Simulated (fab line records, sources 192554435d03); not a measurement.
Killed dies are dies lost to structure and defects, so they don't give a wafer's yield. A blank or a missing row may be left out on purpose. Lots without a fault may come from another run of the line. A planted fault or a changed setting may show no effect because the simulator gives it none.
Chamber matching | flow n5_finfet | N5_BEOL_M1_DESCUM_16 on rie_diel-06: 4 sister chambers
The step chemistry O2, time 7 s. 8 wafers are shown with their chamber, then 10 later ones without.

WAFERS WITH THEIR CHAMBER
wafer  | chamber | drypump_motor_current_A (A) | throttle_valve_pct (%)
L079.3 | 2       | 4.8                         | 20.60
L079.6 | 0       | 5.4                         | 20.74
L080.1 | 2       | 4.8                         | 20.60
L084.1 | 1       | 5.2                         | 20.19
L084.3 | 0       | 5.3                         | 20.73
L084.4 | 1       | 5.1                         | 20.19
L089.2 | 3       | 5.3                         | 20.60
L089.4 | 3       | 5.3                         | 20.59

WAFERS WITHOUT THEIR CHAMBER
wafer  | drypump_motor_current_A (A) | throttle_valve_pct (%)
L089.6 | 5.3                         | 20.59
L091.2 | 5.3                         | 20.58
L091.4 | 5.3                         | 20.59
L091.6 | 5.3                         | 20.60
L094.4 | 4.8                         | 20.10
L094.5 | 5.3                         | 20.61
L094.6 | 5.3                         | 20.77
L095.1 | 5.3                         | 20.61
L095.5 | 4.8                         | 20.11
L095.6 | 5.3                         | 20.75

WHICH CHAMBER EACH WENT THROUGH
wafer  | from the rows above | in truth
L089.6 | 3                   | 3
L091.2 | 3                   | 3
L091.4 | 3                   | 3
L091.6 | 3                   | 3
L094.4 | 1                   | 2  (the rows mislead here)
L094.5 | 3                   | 3
L094.6 | 0                   | 0
L095.1 | 3                   | 3
L095.5 | 1                   | 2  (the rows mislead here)
L095.6 | 0                   | 0
Placed correctly: 8 of 10. Can't be placed from these rows: 0. Placed wrongly: 2.
How it was worked out, from the rows above alone: a wafer's distance from a chamber is the root of the sum, over the readings, of the square of ((its reading less the chamber's mean) divided by the reading's scatter). The wafer belongs to the nearest chamber; if the next one is less than 2 further off, it can't be placed. A chamber's mean is the mean of its shown wafers. The scatter: the root of (the sum of the squares of (reading less its chamber's mean) over the shown wafers, divided by (wafers less chambers)).
